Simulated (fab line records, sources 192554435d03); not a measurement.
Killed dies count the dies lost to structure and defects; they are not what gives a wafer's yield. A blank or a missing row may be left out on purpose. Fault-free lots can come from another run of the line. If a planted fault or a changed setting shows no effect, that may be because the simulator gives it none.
fab line records	flow n5-finfet
record lots=7	wafers=21
route steps=1938 shown BEOL_M1@756 BEOL_M2@879 BEOL_M3@950
start-h: hours from the record's opening day to when the first of the lot's shown wafers began	wait-h: hours elapsed since this lot's preceding step	" the same as in the row above	L1.1+2: a single row standing in for several wafers	- either no value or no given start	* or withheld: withheld	< > ~ a bound
route shown NAME@n: a module of which the file shows steps, and the number in the route of the first	usual: average and standard deviation across the fault-free wafers	same: alike in all rows	chamber/n: place in a boat	sites: the reading at each site	_std_site: how widely they spread, as a standard deviation	_edge_site: outer sites' mean less inner sites'	radius-mm: how far each site lies from the wafer's centre	mask NAME#n: copy n	behind: the tool/chamber that last shaped the wafer	hold: cause of the lot's hold/its duration in hours/its outcome	device: names the non-switching transistor (n, p or np)	end of line: the same wafers' tests at the end of the route	for a step that has no rows: nothing shown but its recipe	killed: the dies lost at the first sort to structure and to defects; this is not the yield of the wafer	map: per-die view of a wafer (x killed, . not killed, _ where there is no die)
set.NAME: setting as actually run; set.NAME@STEP: the setting as run at that earlier step	model.NAME: the simulator's own value behind a step, which no gauge read
one table per step and one row per wafer, for lots whose settings were changed on purpose
## steps
# step N5_BEOL_M1_COAT_62
# recipe resist=SiARC	temp-c=220	time-s=60	spin-rpm=1500	resist-thk-nm=12
lot.wafer	tool	chamber	start-h	wait-h	set.spin-rpm	model.SiARC_of_BEOL_M1_COAT_62.thk-nm
L074.1	litho-track-05	0	-	-	1383	12.4
L074.2+4	"	0	"	"	1500	12
L081.3+4	litho-track-01	0	-	-	1588	11.6
L081.6	"	0	"	"	1500	12
L083.1	litho-track-01	0	-	-	1500	12
L083.5+6	"	0	"	"	1399	12.4
L091.3+5	litho-track-01	0	-	-	1637	11.6
L091.4	"	0	"	"	1637	11.4
L092.1+4	litho-track-05	0	-	-	1431	12.2
L092.3	"	0	"	"	1500	12
L095.1+3+5	litho-track-01	0	-	-	1500	12
L097.1+2+3	litho-track-01	0	-	-	1500	12
# step N5_BEOL_M1_COAT_73
# recipe resist=underlayer	temp-c=205	time-s=60	spin-rpm=1500	resist-thk-nm=5
# step N5_BEOL_M1_COAT_05
# recipe resist=CAR-EUV	spin-rpm=1500	resist-thk-nm=30
# step N5_BEOL_M1_DESCUM_16
# recipe chemistry=O2	time-s=7	source-power-w=50	bias-power-w=20	pressure-mtorr=20	rf-frequency-hz=2.712e+07	temp-c=40	resist=CAR-EUV	o2-flow-sccm=225
# step N5_BEOL_M1_ETCH_74
# recipe chemistry=N2/H2	target=underlayer	target-depth-a=65	mask-material=CAR-EUV	time-s=5.2	ion-energy-ev=200	pressure-mtorr=30	source-w=840	bias-w=150	n2-flow-sccm=200	h2-flow-sccm=200	ends=cleared
# step N5_BEOL_M1_ETCH_63
# recipe chemistry=CF4	target=SiARC	target-depth-a=156	mask-material=CAR-EUV	time-s=26	ion-energy-ev=80	pressure-mtorr=40	source-w=545	bias-w=36	Ar_flow_sccm=100	cf4-flow-sccm=100	ends=cleared
# usual etch-rf-on-time-s=25.9/0.4
lot.wafer	tool	chamber	start-h	wait-h	set.spin-rpm@BEOL_M1_COAT_62	etch-rf-on-time-s	model.etch.depth-nm
L074.1	rie-diel-06	3	129.65	0.0	1383	27.3	12.47
L074.2	"	2	"	"	1500	25.8	12.03
L074.4	"	1	"	"	1500	25.2	12.03
L081.3	rie-diel-06	1	173.87	0.0	1588	24.5	11.67
L081.4	"	3	"	"	1588	25.5	11.67
L081.6	"	3	"	"	1500	26.2	12
L083.1	rie-diel-06	1	180.85	0.0	1500	25.2	11.99
L083.5	"	3	"	"	1399	27.2	12.43
L083.6	"	2	"	"	1399	26.6	12.43
L091.3	rie-diel-06	0	220.35	0.0	1637	24.4	11.53
L091.4	"	0	"	"	1637	24.4	11.49
L091.5	"	1	"	"	1637	24.4	11.51
L092.1	rie-diel-06	0	226.15	0.0	1431	25.8	12.27
L092.3	"	1	"	"	1500	25.2	11.99
L092.4	"	3	"	"	1431	26.8	12.28
L095.1	rie-diel-03	1	243.67	0.0	1500	26.3	12.01
L095.3	"	0	"	"	1500	26.3	12.03
L095.5	"	3	"	"	1500	26.4	12.02
L097.1	rie-diel-03	3	255.30	0.0	1500	26.3	12.05
L097.2	"	2	"	"	1500	26.4	12.06
L097.3	"	0	"	"	1500	26.1	12
# step N5_BEOL_M1_ETCH_64
# recipe chemistry=N2/H2	target=SOC	target-depth-a=750	overetch-a=150	mask-material=SiARC	temp-c=40	time-s=112.5	ion-energy-ev=200	pressure-mtorr=30	source-w=840	bias-w=150	n2-flow-sccm=200	h2-flow-sccm=200
lot.wafer	tool	chamber	start-h	wait-h	set.spin-rpm@BEOL_M1_COAT_62	model.SiARC_of_BEOL_M1_COAT_62.thk-nm
L074.1	rie-diel-06	3	129.68	0.0	1383	7.4
L074.2	"	2	"	"	1500	6.8
L074.4	"	1	"	"	1500	6.6
L081.3	rie-diel-06	1	173.90	0.0	1588	6.4
L081.4	"	3	"	"	1588	6.6
L081.6	"	3	"	"	1500	6.8
L083.1	rie-diel-06	1	180.88	0.0	1500	6.6
L083.5+6	"	3,2	"	"	1399	7.2
L091.3+4+5	rie-diel-06	0,0,1	220.38	0.0	1637	6.2
L092.1	rie-diel-06	0	226.18	0.0	1431	7
L092.3	"	1	"	"	1500	6.8
L092.4	"	3	"	"	1431	7.2
L095.1	rie-diel-03	1	243.70	0.0	1500	6.8
L095.3+5	"	0,3	"	"	1500	7
L097.1+2	rie-diel-03	3,2	255.33	0.0	1500	6.8
L097.3	"	0	"	"	1500	7
# step N5_BEOL_M1_ETCH_77
# recipe chemistry=N2/H2	target=underlayer	target-depth-a=65	mask-material=CAR-EUV	time-s=5.2	ion-energy-ev=200	pressure-mtorr=30	source-w=840	bias-w=150	n2-flow-sccm=200	h2-flow-sccm=200	ends=cleared
# usual etch-rf-on-time-s=5.16/0.08	rf-vpp-V=523.5/2.8
lot.wafer	tool	chamber	start-h	wait-h	set.source-w	etch-rf-on-time-s	rf-vpp-V
L074.1	rie-diel-01	2	130.50	0.0	840	5.19	524.0
L074.2	"	1	"	"	792	5.33	534.7
L074.4	"	0	"	"	792	5.33	534.6
L081.3	rie-diel-06	0	174.95	0.0	840	5.05	525.4
L081.4	"	3	"	"	840	5.26	519.4
L081.6	"	2	"	"	840	5.23	525.9
L083.1	rie-diel-03	1	181.70	0.0	840	5.15	518.9
L083.5	"	1	"	"	799.7	5.41	528.3
L083.6	"	0	"	"	840	5.22	525.1
L091.3	rie-diel-03	1	221.33	0.0	840	5.23	517.1
L091.4	"	3	"	"	769.8	5.64	540.1
L091.5	"	2	"	"	769.8	5.67	537.9
L092.1	rie-diel-01	3	227.00	0.0	752.7	5.63	541.3
L092.3	"	2	"	"	840	5.28	521.7
L092.4	"	1	"	"	752.7	5.68	545.9
L095.1	rie-diel-01	3	244.94	0.0	840	5.02	521.2
L095.3	"	2	"	"	840	5.18	524.3
L095.5	"	2	"	"	772.7	5.59	536.3
L097.1	rie-diel-01	1	256.62	0.0	840	5.11	526.9
L097.2	"	0	"	"	840	5.12	524.1
L097.3	"	2	"	"	840	5.22	523.4
# step N5_BEOL_M1_ETCH_70
# recipe chemistry=N2/H2	target=SOC	target-depth-a=800	overetch-a=160	mask-material=SiARC	temp-c=40	time-s=120	ion-energy-ev=200	pressure-mtorr=30	source-w=840	bias-w=150	n2-flow-sccm=200	h2-flow-sccm=200
lot.wafer	tool	chamber	start-h	wait-h	set.time-s	model.SiARC_of_BEOL_M1_COAT_68.thk-nm
L074.1+4	rie-diel-06	3,2	133.03	0.0	120	6.4
L074.2	"	1	"	"	120	6
L081.3	rie-diel-03	0	176.54	0.0	137.8	5.6
L081.4	"	0	"	"	120	6.4
L081.6	"	3	"	"	120	6.2
L083.1+5+6	rie-diel-03	3,2,1	191.06	0.0	141.5	5.4
L091.3+5	rie-diel-01	3,0	228.96	0.0	120	6.2
L091.4	"	1	"	"	120	6.4
L092.1	rie-diel-06	0	229.39	0.0	128	5.8
L092.3	"	2	"	"	120	6.4
L092.4	"	3	"	"	120	6.6
L095.1	rie-diel-06	3	251.44	0.0	109	7
L095.3+5	"	0	"	"	120	6.2
L097.1	rie-diel-06	0	258.82	0.0	120	6.2
L097.2+3	"	3,2	"	"	120	6.4
# step N5_BEOL_M2_DESCUM_33
# recipe chemistry=O2	time-s=7	source-power-w=50	bias-power-w=20	pressure-mtorr=20	rf-frequency-hz=2.712e+07	temp-c=40	resist=CAR-EUV	o2-flow-sccm=225
lot.wafer	tool	chamber	start-h	wait-h	set.time-s	model.CAR-EUV_of_BEOL_M2_COAT_22.thk-nm
L074.1	rie-diel-02	1	140.38	0.0	7.435	26
L074.2	"	2	"	"	7	26.2
L074.4	"	0	"	"	7.435	25.8
L081.3	rie-diel-02	1	183.36	0.0	7	26
L081.4+6	"	2,0	"	"	6.419	26.4
L083.1+5	rie-diel-05	2,1	197.84	0.0	7	26
L083.6	"	2	"	"	7.645	25.6
L091.3	rie-diel-05	1	235.62	0.1	7	26.2
L091.4	"	0	"	"	5.555	26.8
L091.5	"	2	"	"	7	26
L092.1	rie-diel-04	1	239.20	0.0	6.488	26.2
L092.3	"	3	"	"	6.488	26.4
L092.4	"	2	"	"	7	26
L095.1+5	rie-diel-04	3,0	257.00	0.0	7	26.2
L095.3	"	2	"	"	7.941	25.6
L097.1+2+3	rie-diel-02	1,2,3	267.72	0.0	7	26
# step N5_BEOL_M2_ETCH_77
# recipe chemistry=N2/H2	target=underlayer	target-depth-a=65	mask-material=CAR-EUV	time-s=5.2	ion-energy-ev=200	pressure-mtorr=30	source-w=840	bias-w=150	n2-flow-sccm=200	h2-flow-sccm=200	ends=cleared
lot.wafer	tool	chamber	start-h	wait-h	set.time-s@BEOL_M2_DESCUM_33	model.CAR-EUV_of_BEOL_M2_COAT_22.thk-nm
L074.1+4	rie-diel-02	1,0	140.41	0.0	7.435	20.2
L074.2	"	2	"	"	7	20.4
L081.3	rie-diel-02	1	183.39	0.0	7	20.4
L081.4+6	"	2,0	"	"	6.419	20.6
L083.1+5	rie-diel-05	2,1	197.87	0.0	7	20.4
L083.6	"	2	"	"	7.645	20
L091.3+5	rie-diel-05	1,2	235.65	0.0	7	20.4
L091.4	"	0	"	"	5.555	21
L092.1+3	rie-diel-04	1,3	239.24	0.0	6.488	20.6
L092.4	"	2	"	"	7	20.4
L095.1+5	rie-diel-04	3,0	257.03	0.0	7	20.4
L095.3	"	2	"	"	7.941	19.8
L097.1+2+3	rie-diel-02	1,2,3	267.76	0.0	7	20.2
# step N5_BEOL_M2_ETCHBACK_99
# recipe chemistry=CHF3	target=SiO2	target-depth-a=50	time-s=10.4	source-w=215	bias-w=47	Ar_flow_sccm=200	CHF3_flow_sccm=12	ion-energy-ev=100	pressure-mtorr=30
lot.wafer	tool	chamber	start-h	wait-h	set.time-s	set.time-s@BEOL_M2_DESCUM_33	model.CAR-EUV_of_BEOL_M2_COAT_22.thk-nm
L074.1	rie-diel-02	1	146.89	6.0	10.4	7.435	10.4
L074.2	"	2	"	"	10.4	7	10.6
L074.4	"	3	"	"	10.4	7.435	10.2
L081.3	rie-diel-05	1	191.06	6.2	11.1	7	10.4
L081.4	"	2	"	"	11.1	6.419	10.6
L081.6	"	3	"	"	10.4	6.419	10.6
L083.1+5	rie-diel-05	3,1	210.65	12.4	11.9	7	10.4
L083.6	"	0	"	"	10.4	7.645	10
L091.3	rie-diel-05	1	262.90	27.1	10.4	7	10.6
L091.4	"	3	"	"	10.4	5.555	11.2
L091.5	"	2	"	"	10.4	7	10.4
L092.1+3	rie-diel-02	1,0	262.92	23.1	8.264	6.488	10.8
L092.4	"	3	"	"	10.4	7	10.4
L095.1	rie-diel-02	1	270.48	13.2	10.4	7	10.4
L095.3	"	2	"	"	10.4	7.941	10
L095.5	"	3	"	"	11.13	7	10.4
L097.1+2	rie-diel-02	1,3	295.73	27.8	10.4	7	10.4
L097.3	"	0	"	"	10.4	7	10.2
# step N5_BEOL_M2_ETCH_70
# recipe chemistry=N2/H2	target=SOC	target-depth-a=800	overetch-a=240	mask-material=SiARC	temp-c=40	time-s=130	ion-energy-ev=200	pressure-mtorr=30	source-w=840	bias-w=150	n2-flow-sccm=200	h2-flow-sccm=200
lot.wafer	tool	chamber	start-h	wait-h	set.time-s	model.SiARC_of_BEOL_M2_COAT_68.thk-nm
L074.1+2	rie-diel-02	1,2	146.92	0.0	130	5.8
L074.4	"	3	"	"	130	6
L081.3+4	rie-diel-05	1,2	191.10	0.0	130	5.8
L081.6	"	3	"	"	106.7	7
L083.1+5+6	rie-diel-05	3,1,0	210.69	0.0	130	5.8
L091.3	rie-diel-05	1	262.94	0.0	155.2	4.6
L091.4+5	"	3,2	"	"	130	5.8
L092.1+3	rie-diel-02	1,0	262.96	0.0	130	5.8
L092.4	"	3	"	"	130	6
L095.1+3	rie-diel-02	1,2	270.52	0.0	121.8	6.2
L095.5	"	3	"	"	130	6
L097.1+2	rie-diel-02	1,3	295.77	0.0	130	6
L097.3	"	0	"	"	130	5.8
# step N5_BEOL_M2_TRENCH_ETCH_37
# recipe chemistry=C4F6/O2	target-depth-a=555.55	target=SiOC	time-s=29.2	ion-energy-ev=250	pressure-mtorr=30	source-w=355	bias-w=185	Ar_flow_sccm=300	C4F6_flow_sccm=10	O2_flow_sccm=10
# usual rf-vpp-V=669/4.5
lot.wafer	tool	chamber	start-h	wait-h	set.bias-w	rf-vpp-V
L074.1	rie-diel-02	1	-	-	185	671
L074.2	"	2	"	"	185	674
L074.4	"	3	"	"	206.4	726
L081.3	rie-diel-05	1	-	-	164.7	607
L081.4	"	2	"	"	185	673
L081.6	"	3	"	"	164.7	607
L083.1	rie-diel-05	3	-	-	217.9	757
L083.5	"	1	"	"	185	666
L083.6	"	0	"	"	217.9	767
L091.3	rie-diel-05	1	-	-	185	664
L091.4	"	3	"	"	218.2	756
L091.5	"	2	"	"	218.2	767
L092.1	rie-diel-02	1	-	-	216.3	762
L092.3	"	0	"	"	216.3	753
L092.4	"	3	"	"	216.3	753
L095.1	rie-diel-02	1	-	-	185	673
L095.3	"	2	"	"	208.1	737
L095.5	"	3	"	"	185	665
L097.1	rie-diel-02	1	-	-	185	673
L097.2	"	3	"	"	185	664
L097.3	"	0	"	"	185	664
# step N5_BEOL_M2_ETCH_41
# recipe chemistry=CH3F/O2	target=SiCN	target-depth-a=299	taper-deg=2	time-s=52.5	ion-energy-ev=120	mask-material=TiN	pressure-mtorr=30	source-w=395	bias-w=75	Ar_flow_sccm=150	CH3F_flow_sccm=30	O2_flow_sccm=20
# step N5_BEOL_M2_STRIP_97
# recipe chemistry=N2/H2	time-s=10	power-w=450	temp-c=40	pressure-mtorr=20	rf-frequency-hz=6e+07	bias-power-w=7	n2-flow-sccm=200	h2-flow-sccm=200
# step N5_BEOL_M2_ECD_50
# recipe material=Cu	target-thk-a=3000
# step N5_BEOL_M2_ANNEAL_51
# recipe temp-c=225	time-s=90	ambient=N2
# step N5_BEOL_M2_CMP_52
# recipe stop-on=SiOC	t-overpolish-s=6.8	down-force-psi=1	platen-rpm=50	clearing-platen-down-force-psi=1.5	clearing-platen-rpm=50	post-cmp-clean=cu-alkaline	target-thk-nm=40	clearing-platen-pad-velocity-m-s=0.99484	pad-velocity-m-s=0.99484
lot.wafer	tool	chamber	start-h	wait-h	set.bias-w@BEOL_M2_TRENCH_ETCH_37	model.Cu_of_BEOL_M2_ECD_50.thk-nm
L074.4	cmp-01	0	150.74	0.1	206.4	41.2
L074.2	"	1	"	"	185	40.4
L074.1	"	3	"	"	185	40.8
L081.4	cmp-03	3	200.51	0.2	185	38.8
L081.3	"	0	"	"	164.7	37
L081.6	"	2	"	"	164.7	37.6
L083.1	cmp-04	3	214.43	0.3	217.9	42
L083.6	"	2	"	"	217.9	42.2
L083.5	"	3	"	"	185	39
L091.4	cmp-03	2	266.62	0.2	218.2	44.2
L091.3	"	3	"	"	185	40.6
L091.5	"	1	"	"	218.2	42.8
L092.4	cmp-03	1	267.88	0.1	216.3	42.6
L092.3	"	3	"	"	216.3	43.6
L092.1	"	0	"	"	216.3	42.4
L095.3	cmp-01	3	274.92	0.2	208.1	40.4
L095.1	"	0	"	"	185	38.8
L095.5	"	3	"	"	185	38
L097.3	cmp-01	2	299.63	0.2	185	39.6
L097.2	"	3	"	"	185	37.6
L097.1	"	0	"	"	185	39
# step N5_BEOL_M2_THK_MEAS_53
# recipe thk-meas-gauge=xrf	reads=Cu_of_BEOL_M2_ECD_50
# usual M2_THK=39.6/1.4
lot.wafer	tool	chamber	start-h	wait-h	set.bias-w@BEOL_M2_TRENCH_ETCH_37	M2_THK[nm]
L074.1	film-metro-02	-	151.04	-	185	41.1
L074.2	"	-	"	"	185	40.6
L074.4	"	-	"	"	206.4	41.3
L081.3	film-metro-01	-	200.73	-	164.7	36.7
L081.4	"	-	"	"	185	38.6
L081.6	"	-	"	"	164.7	37.4
L083.1	film-metro-02	-	214.69	-	217.9	41.8
L083.5	"	-	"	"	185	38.9
L083.6	"	-	"	"	217.9	42.0
L091.3	film-metro-02	-	266.88	-	185	40.8
L091.4	"	-	"	"	218.2	44.0
L091.5	"	-	"	"	218.2	42.8
L092.1	film-metro-02	-	268.18	-	216.3	42.6
L092.3	"	-	"	"	216.3	43.6
L092.4	"	-	"	"	216.3	42.5
L095.1	film-metro-01	-	275.21	-	185	38.3
L095.3	"	-	"	"	208.1	40.2
L095.5	"	-	"	"	185	37.7
L097.1	film-metro-01	-	299.89	-	185	38.6
L097.2	"	-	"	"	185	37.3
L097.3	"	-	"	"	185	39.4
# step N5_BEOL_M2_PRE_CLEAN_60
# recipe gas=NH3/H2	time-s=15	temp-c=*	rf-power-w=300
# step N5_BEOL_M2_CO_CAP_55
# recipe material=Co	target-thk-a=20	temp-c=200	precursor=CCTBA/H2	pressure-torr=30	time-s=102.1
# step N5_BEOL_M2_PRE_CLEAN_56
# recipe gas=NH3	time-s=15	temp-c=withheld	rf-power-w=300
# step N5_BEOL_M2_DEP_57
# recipe material=SiCN	target-thk-a=80	temp-c=withheld	precursor=3MS/NH3	pressure-torr=3	rf-w=202	time-s=14
# step N5_BEOL_M2_RS_MEAS_58
# recipe thk-meas-gauge=four-point-probe	reads=Co_of_BEOL_M2_CO_CAP_55+Cu_of_BEOL_M2_ECD_50+Co_of_BEOL_M2_CVD_47+TaN_of_BEOL_M2_ALD_84
# usual M2_RS=0.677/0.03
lot.wafer	tool	chamber	start-h	wait-h	set.bias-w@BEOL_M2_TRENCH_ETCH_37	M2_RS[ohm/sq]
L074.1	film-metro-01	-	151.30	0.0	185	0.651
L074.2	"	-	"	"	185	0.659
L074.4	"	-	"	"	206.4	0.642
L081.3	film-metro-01	-	200.99	0.1	164.7	0.738
L081.4	"	-	"	"	185	0.694
L081.6	"	-	"	"	164.7	0.728
L083.1	film-metro-01	-	214.98	0.1	217.9	0.630
L083.5	"	-	"	"	185	0.692
L083.6	"	-	"	"	217.9	0.626
L091.3	film-metro-01	-	267.14	0.1	185	0.655
L091.4	"	-	"	"	218.2	0.588
L091.5	"	-	"	"	218.2	0.612
L092.1	film-metro-01	-	268.44	0.0	216.3	0.619
L092.3	"	-	"	"	216.3	0.599
L092.4	"	-	"	"	216.3	0.616
L095.1	film-metro-01	-	275.47	0.0	185	0.698
L095.3	"	-	"	"	208.1	0.660
L095.5	"	-	"	"	185	0.715
L097.1	film-metro-01	-	300.15	0.0	185	0.692
L097.2	"	-	"	"	185	0.725
L097.3	"	-	"	"	185	0.678
# step N5_BEOL_M3_ETCH_64
# recipe chemistry=N2/H2	target=SOC	target-depth-a=750	overetch-a=150	mask-material=SiARC	temp-c=40	time-s=112.5	ion-energy-ev=200	pressure-mtorr=30	source-w=840	bias-w=150	n2-flow-sccm=200	h2-flow-sccm=200
lot.wafer	tool	chamber	start-h	wait-h	set.time-s	model.SiARC_of_BEOL_M3_COAT_62.thk-nm
L074.1+2	rie-diel-06	2,1	153.25	0.0	112.5	6.8
L074.4	"	0	"	"	96.86	7.4
L081.3	rie-diel-06	2	202.57	0.0	112.5	6.8
L081.4+6	"	0,1	"	"	125	6
L083.1+6	rie-diel-01	2	216.31	0.0	112.5	6.8
L083.5	"	1	"	"	95.97	7.4
L091.3+5	rie-diel-06	1,0	268.26	0.0	112.5	6.6
L091.4	"	2	"	"	112.5	6.8
L092.1+3	rie-diel-01	3,1	271.04	0.0	112.5	6.8
L092.4	"	0	"	"	112.5	6.6
L095.1+3+5	rie-diel-03	1,2,1	277.91	0.0	112.5	6.8
L097.1+2	rie-diel-03	2,1	301.71	0.0	112.5	6.8
L097.3	"	0	"	"	112.5	7
# step N5_BEOL_M3_COAT_76
# recipe resist=underlayer	temp-c=205	time-s=60	spin-rpm=1500	resist-thk-nm=5
lot.wafer	tool	chamber	start-h	wait-h	set.spin-rpm
L074.1+2+4	litho-track-05	0	-	-	1500
L081.3+4+6	litho-track-04	0	-	-	1500
L083.1+5	litho-track-05	0	-	-	1500
L083.6	"	0	"	"	1362
L091.3+4	litho-track-04	0	-	-	1434
L091.5	"	0	"	"	1500
L092.1+3	litho-track-02	0	-	-	1500
L092.4	"	0	"	"	1409
L095.1+3+5	litho-track-05	0	-	-	1500
L097.1+2+3	litho-track-04	0	-	-	1500
# step N5_BEOL_M3_COAT_22
# recipe resist=CAR-EUV	spin-rpm=1500	resist-thk-nm=30
# step N5_BEOL_M3_EBR_24
# recipe solvent=PGMEA	ebr-width-mm=1.5
# step N5_BEOL_M3_DESCUM_33
# recipe chemistry=O2	time-s=7	source-power-w=50	bias-power-w=20	pressure-mtorr=20	rf-frequency-hz=2.712e+07	temp-c=40	resist=CAR-EUV	o2-flow-sccm=225
# step N5_BEOL_M3_ETCH_77
# recipe chemistry=N2/H2	target=underlayer	target-depth-a=65	mask-material=CAR-EUV	time-s=5.2	ion-energy-ev=200	pressure-mtorr=30	source-w=840	bias-w=150	n2-flow-sccm=200	h2-flow-sccm=200	ends=cleared
lot.wafer	tool	chamber	start-h	wait-h	set.spin-rpm@BEOL_M3_COAT_76	model.etch.depth-nm
L074.1+4	rie-diel-03	1,0	154.11	0.0	1500	5.008
L074.2	"	0	"	"	1500	5.013
L081.3	rie-diel-06	0	203.80	0.0	1500	5.022
L081.4	"	2	"	"	1500	5.009
L081.6	"	1	"	"	1500	5.005
L083.1	rie-diel-06	1	217.36	0.0	1500	4.978
L083.5	"	3	"	"	1500	4.968
L083.6	"	1	"	"	1362	5.223
L091.3+4	rie-diel-01	2,3	269.21	0.0	1434	5.102
L091.5	"	3	"	"	1500	4.99
L092.1	rie-diel-01	1	272.06	0.0	1500	5.011
L092.3	"	3	"	"	1500	5.017
L092.4	"	2	"	"	1409	5.165
L095.1+3	rie-diel-06	2,1	279.00	0.0	1500	4.971
L095.5	"	0	"	"	1500	4.957
L097.1	rie-diel-06	0	302.66	0.0	1500	4.977
L097.2+3	"	2,1	"	"	1500	4.992
## key
split step=N5_BEOL_M1_COAT_62	setting=spin-rpm	stated=1500	by=wafer
response step=N5_BEOL_M1_COAT_62	reading=model.SiARC_of_BEOL_M1_COAT_62.thk-nm	change=-0.0561	per=1%	r=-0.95
response step=N5_BEOL_M1_ETCH_63	reading=etch-rf-on-time-s	change=*	per=1%	r=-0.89
response step=N5_BEOL_M1_ETCH_63	reading=model.etch.depth-nm	change=-0.0592	per=1%	r=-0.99
response step=N5_BEOL_M1_ETCH_64	reading=model.SiARC_of_BEOL_M1_COAT_62.thk-nm	change=-0.0781	per=1%	r=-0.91
split step=N5_BEOL_M1_ETCH_77	setting=source-w	stated=840	by=wafer
response step=N5_BEOL_M1_ETCH_77	reading=etch-rf-on-time-s	change=*	per=1%	r=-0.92
response step=N5_BEOL_M1_ETCH_77	reading=rf-vpp-V	change=-2.05	per=1%	r=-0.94
split step=N5_BEOL_M1_ETCH_70	setting=time-s	stated=120	by=wafer
response step=N5_BEOL_M1_ETCH_70	reading=model.SiARC_of_BEOL_M1_COAT_68.thk-nm	change=-0.0642	per=1%	r=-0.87
split step=N5_BEOL_M2_DESCUM_33	setting=time-s	stated=7	by=wafer
response step=N5_BEOL_M2_DESCUM_33	reading=model.CAR-EUV_of_BEOL_M2_COAT_22.thk-nm	change=-0.0394	per=1%	r=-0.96
response step=N5_BEOL_M2_ETCH_77	reading=model.CAR-EUV_of_BEOL_M2_COAT_22.thk-nm	change=-0.0334	per=1%	r=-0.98
response step=N5_BEOL_M2_ETCHBACK_99	reading=model.CAR-EUV_of_BEOL_M2_COAT_22.thk-nm	change=-0.0351	per=1%	r=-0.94
split step=N5_BEOL_M2_ETCHBACK_99	setting=time-s	stated=10.4	by=wafer
response none clear
split step=N5_BEOL_M2_ETCH_70	setting=time-s	stated=130	by=wafer
response step=N5_BEOL_M2_ETCH_70	reading=model.SiARC_of_BEOL_M2_COAT_68.thk-nm	change=-0.0625	per=1%	r=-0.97
split step=N5_BEOL_M2_TRENCH_ETCH_37	setting=bias-w	stated=185	by=wafer
response step=N5_BEOL_M2_TRENCH_ETCH_37	reading=rf-vpp-V	change=+5.38	per=1%	r=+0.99
response step=N5_BEOL_M2_CMP_52	reading=model.Cu_of_BEOL_M2_ECD_50.thk-nm	change=+0.148	per=1%	r=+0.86
response step=N5_BEOL_M2_THK_MEAS_53	reading=M2_THK	change=+0.144	per=1%	r=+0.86
response step=N5_BEOL_M2_RS_MEAS_58	reading=M2_RS	change=-0.00313	per=1%	r=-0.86
split step=N5_BEOL_M3_ETCH_64	setting=time-s	stated=112.5	by=wafer
response step=N5_BEOL_M3_ETCH_64	reading=model.SiARC_of_BEOL_M3_COAT_62.thk-nm	change=-0.0489	per=1%	r=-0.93
split step=N5_BEOL_M3_COAT_76	setting=spin-rpm	stated=1500	by=wafer
response step=N5_BEOL_M3_ETCH_77	reading=model.etch.depth-nm	change=-0.0264	per=1%	r=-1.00
